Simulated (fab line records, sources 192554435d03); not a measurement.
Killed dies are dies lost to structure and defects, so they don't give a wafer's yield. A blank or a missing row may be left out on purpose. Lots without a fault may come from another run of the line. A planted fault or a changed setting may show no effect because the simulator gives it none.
fab line records | flow n5_finfet | part 2 of 2: steps 14 to 24 of 24
record lots=5 wafers=15 last_day=15
route steps=1938 shown MOL_CONTACT_COAG@577
lots that met no fault: from a run of the same line without faults
start_h: hours from the record's first day to the start of the lot's first wafer shown | wait_h: hours since the lot's step before | " the same as in the row above | L1.1+2: a row that stands for several wafers | - no value, or no start given | * or withheld: withheld | < > ~ a bound
route shown NAME@n: a module of which the file shows steps, and the number in the route of the first | usual: mean/standard deviation of fault-free wafers | same: alike in all rows | chamber/n: place in a boat | sites: the reading at each site | _std_site: their standard deviation | _edge_site: outer sites' mean less inner sites' | radius_mm: how far each site lies from the wafer's centre | mask NAME#n: copy n | behind: the tool/chamber that last shaped the wafer | hold: why the lot was held/for how many hours/how that ended | device: the transistor (n, p or np) that didn't switch | end of line: the same wafers' tests at the end of the route | a step without rows: its recipe alone | killed: dies lost to structure and defects at the first sort, not the wafer's yield | map: a wafer's dies, x killed, . not, _ none there
set.NAME: the setting as run; set.NAME@STEP: as run at that earlier step | model.NAME: the simulator's own value behind a step, which no gauge read
lots at some steps of the route; a table a step, a row a wafer
services: from which hour (start_h, from the record's first day; less than 0 if before it) a tool's chamber was out of use, for how many hours, and why
## steps
# step N5_MOL_CONTACT_COAG_PRECLEAN_144
# recipe chemistry=alkaline_clean temp_c=60 time_s=60 do_ppb=50
# usual temp_c=59.99/0.11
# columns lot.wafer tool chamber start_h wait_h temp_c
L077.1 wet_bench-06 7 117.34 0.1 59.91
L077.4 " 3 " " 59.91
L077.5 " 6 " " 59.86
L078.3 wet_bench-02 3 123.28 0.0 60.09
L078.4 " 7 " " 60.00
L078.5 " 5 " " 59.94
L079.2 wet_bench-02 6 127.18 0.1 59.99
L079.3 " 0 " " 59.74
L079.6 " 7 " " 59.83
L081.1 wet_bench-05 7 146.16 0.1 59.90
L081.2 " 6 " " 60.25
L081.4 " 0 " " 59.99
L082.1 wet_bench-02 3 151.26 0.1 60.04
L082.2 " 2 " " 60.18
L082.4 " 1 " " 59.97
# step N5_MOL_CONTACT_COAG_SRD_145
# recipe dry=ipa_marangoni time_s=30 temp_c=23 rinse_liquid=diw
# usual temp_c=23.01/0.11
# columns lot.wafer tool chamber start_h wait_h temp_c
L077.1 wet_bench-06 7 117.36 0.0 23.20
L077.4 " 3 " " 22.91
L077.5 " 6 " " 23.01
L078.3 wet_bench-02 3 123.30 0.0 22.95
L078.4 " 7 " " 23.02
L078.5 " 5 " " 23.07
L079.2 wet_bench-02 6 127.20 0.0 22.93
L079.3 " 0 " " 23.17
L079.6 " 7 " " 23.05
L081.1 wet_bench-05 7 146.18 0.0 23.02
L081.2 " 6 " " 22.91
L081.4 " 0 " " 23.07
L082.1 wet_bench-02 3 151.28 0.0 22.98
L082.2 " 2 " " 22.83
L082.4 " 1 " " 22.92
# step N5_MOL_CONTACT_COAG_CD_MEAS_137
# recipe target_cd_nm=16
# usual cd_nm=15.8/0.37
# columns lot.wafer tool chamber start_h wait_h cd_nm
L077.1 cd_sem-01 - 117.40 0.0 15.8
L077.4 " - " " 16.3
L077.5 " - " " 15.4
L078.3 cd_sem-03 - 123.35 0.0 16.2
L078.4 " - " " 16.0
L078.5 " - " " 16.0
L079.2 cd_sem-01 - 127.24 0.0 15.5
L079.3 " - " " 15.5
L079.6 " - " " 16.1
L081.1 cd_sem-01 - 146.22 0.0 15.8
L081.2 " - " " 16.3
L081.4 " - " " 16.1
L082.1 cd_sem-01 - 151.32 0.0 15.8
L082.2 " - " " 15.5
L082.4 " - " " 15.8
# step N5_MOL_CONTACT_COAG_COAT_62
# recipe resist=SOC temp_c=250 time_s=60 spin_rpm=1500 resist_thk_nm=60
# usual resist_line_temp_C=22.99/0.1
# columns lot.wafer tool chamber start_h wait_h resist_line_temp_C
L077.1 litho_track-05 0 117.43 0.0 22.86
L077.4 " 0 " " 22.93
L077.5 " 0 " " 23.01
L078.3 litho_track-04 0 123.38 0.0 23.00
L078.4 " 0 " " 22.93
L078.5 " 0 " " 22.89
L079.2 litho_track-04 0 127.28 0.0 22.98
L079.3 " 0 " " 23.05
L079.6 " 0 " " 23.10
L081.1 litho_track-03 0 146.26 0.0 22.86
L081.2 " 0 " " 22.90
L081.4 " 0 " " 22.91
L082.1 litho_track-04 0 151.36 0.0 22.91
L082.2 " 0 " " 22.87
L082.4 " 0 " " 22.96
# step N5_MOL_CONTACT_COAG_COAT_63
# recipe resist=SiARC temp_c=220 time_s=60 spin_rpm=1500 resist_thk_nm=10
# usual resist_line_temp_C=22.98/0.097
# columns lot.wafer tool chamber start_h wait_h resist_line_temp_C
L077.1 litho_track-05 0 - - 23.02
L077.4 " 0 " " 22.88
L077.5 " 0 " " 22.90
L078.3 litho_track-04 0 - - 23.08
L078.4 " 0 " " 23.21
L078.5 " 0 " " 23.26
L079.2 litho_track-04 0 - - 22.92
L079.3 " 0 " " 22.99
L079.6 " 0 " " 23.02
L081.1 litho_track-03 0 - - 23.03
L081.2 " 0 " " 23.08
L081.4 " 0 " " 23.04
L082.1 litho_track-04 0 - - 23.06
L082.2 " 0 " " 22.93
L082.4 " 0 " " 23.13
# step N5_MOL_CONTACT_COAG_COAT_64
# recipe resist=underlayer temp_c=205 time_s=60 spin_rpm=1500 resist_thk_nm=10
# usual resist_line_temp_C=23.03/0.12
# columns lot.wafer tool chamber start_h wait_h resist_line_temp_C
L077.1 litho_track-05 0 - - 23.05
L077.4 " 0 " " 23.09
L077.5 " 0 " " 23.04
L078.3 litho_track-04 0 - - 22.95
L078.4 " 0 " " 23.15
L078.5 " 0 " " 23.10
L079.2 litho_track-04 0 - - 23.03
L079.3 " 0 " " 22.96
L079.6 " 0 " " 22.86
L081.1 litho_track-03 0 - - 22.95
L081.2 " 0 " " 22.98
L081.4 " 0 " " 22.90
L082.1 litho_track-04 0 - - 23.23
L082.2 " 0 " " 23.15
L082.4 " 0 " " 23.20
# step N5_MOL_CONTACT_COAG_COAT_34
# recipe resist=CAR-EUV spin_rpm=1500 resist_thk_nm=40
# usual resist_line_temp_C=23.00/0.1
# columns lot.wafer tool chamber start_h wait_h resist_line_temp_C
L077.1 litho_track-05 0 - - 23.13
L077.4 " 0 " " 23.01
L077.5 " 0 " " 22.99
L078.3 litho_track-04 0 - - 22.76
L078.4 " 0 " " 22.91
L078.5 " 0 " " 22.88
L079.2 litho_track-04 0 - - 22.95
L079.3 " 0 " " 22.96
L079.6 " 0 " " 22.95
L081.1 litho_track-03 0 - - 23.01
L081.2 " 0 " " 22.94
L081.4 " 0 " " 22.97
L082.1 litho_track-04 0 - - 22.83
L082.2 " 0 " " 22.74
L082.4 " 0 " " 23.13
# step N5_MOL_CONTACT_COAG_EBR_36
# recipe solvent=PGMEA ebr_width_mm=1.5
# usual resist_line_temp_C=22.99/0.098
# columns lot.wafer tool chamber start_h wait_h resist_line_temp_C
L077.1 litho_track-05 0 - - 22.97
L077.4 " 0 " " 23.04
L077.5 " 0 " " 23.09
L078.3 litho_track-04 0 - - 22.84
L078.4 " 0 " " 22.96
L078.5 " 0 " " 22.94
L079.2 litho_track-04 0 - - 23.03
L079.3 " 0 " " 22.94
L079.6 " 0 " " 22.89
L081.1 litho_track-03 0 - - 23.05
L081.2 " 0 " " 22.96
L081.4 " 0 " " 23.17
L082.1 litho_track-04 0 - - 22.99
L082.2 " 0 " " 23.16
L082.4 " 0 " " 22.97
# step N5_MOL_CONTACT_COAG_SOFTBAKE_35
# recipe temp_c=110 time_s=60 resist=CAR-EUV
# usual resist_line_temp_C=23.00/0.1
# columns lot.wafer tool chamber start_h wait_h resist_line_temp_C
L077.1 litho_track-05 0 - - 22.99
L077.4 " 0 " " 23.12
L077.5 " 0 " " 22.91
L078.3 litho_track-04 0 - - 22.99
L078.4 " 0 " " 23.00
L078.5 " 0 " " 23.10
L079.2 litho_track-04 0 - - 23.18
L079.3 " 0 " " 23.13
L079.6 " 0 " " 23.04
L081.1 litho_track-03 0 - - 22.94
L081.2 " 0 " " 22.96
L081.4 " 0 " " 22.96
L082.1 litho_track-04 0 - - 23.00
L082.2 " 0 " " 22.87
L082.4 " 0 " " 22.88
# step N5_MOL_CONTACT_COAG_EXPOSE_37
# recipe mask_id=VD na=0.33 source_shape=annular sigma_inner=0.3 sigma_outer=0.7 polarization=unpolarized defocus_nm=0 dose_mj=62
# same na=0.33
# columns lot.wafer tool chamber start_h wait_h mask
L077.1+4+5 euv_scanner-02 0 117.70 - VD#0
L078.3+4+5 euv_scanner-02 0 123.54 - VD#0
L079.2+3+6 euv_scanner-01 0 127.55 - VD#0
L081.1+2+4 euv_scanner-01 0 146.52 - VD#0
L082.1+2+4 euv_scanner-01 0 151.50 - VD#0
# step N5_MOL_CONTACT_COAG_PEB_38
# recipe peb_temp_c=100 peb_time_s=60 resist=CAR-EUV
# usual resist_line_temp_C=23.03/0.11
# columns lot.wafer tool chamber start_h wait_h resist_line_temp_C
L077.1 litho_track-04 0 117.78 0.1 22.87
L077.4 " 0 " " 23.02
L077.5 " 0 " " 23.00
L078.3 litho_track-05 0 123.60 0.1 22.96
L078.4 " 0 " " 22.83
L078.5 " 0 " " 22.90
L079.2 litho_track-03 0 127.62 0.1 23.04
L079.3 " 0 " " 23.19
L079.6 " 0 " " 23.10
L081.1 litho_track-04 0 146.59 0.1 23.21
L081.2 " 0 " " 23.15
L081.4 " 0 " " 23.13
L082.1 litho_track-04 0 151.58 0.1 22.82
L082.2 " 0 " " 22.79
L082.4 " 0 " " 22.94
## services
# columns tool chamber start_h hours kind
ald_sin-01 0 93.11 4.9 repair
euv_scanner-02 - 97.97 9.7 repair
ald_sin-03 0 99.25 - clean
ald_sin-03 1 99.25 - clean
ald_sin-03 2 99.25 - clean
ald_sin-03 3 99.25 - clean
euv_scanner-02 - 108.63 1.0 pm
euv_scanner-01 - 109.81 4.6 pm
ald_sin-01 - 112.30 2.8 pm
euv_scanner-01 - 115.36 0.7 repair
rie_diel-05 - 117.75 0.6 repair
euv_scanner-01 - 122.95 0.6 repair
euv_scanner-01 - 124.22 3.0 repair
rie_diel-05 - 126.84 0.3 repair
euv_scanner-01 - 131.67 1.0 pm
wet_bench-06 - 132.10 3.9 repair
rie_diel-04 0 146.11 2.5 repair
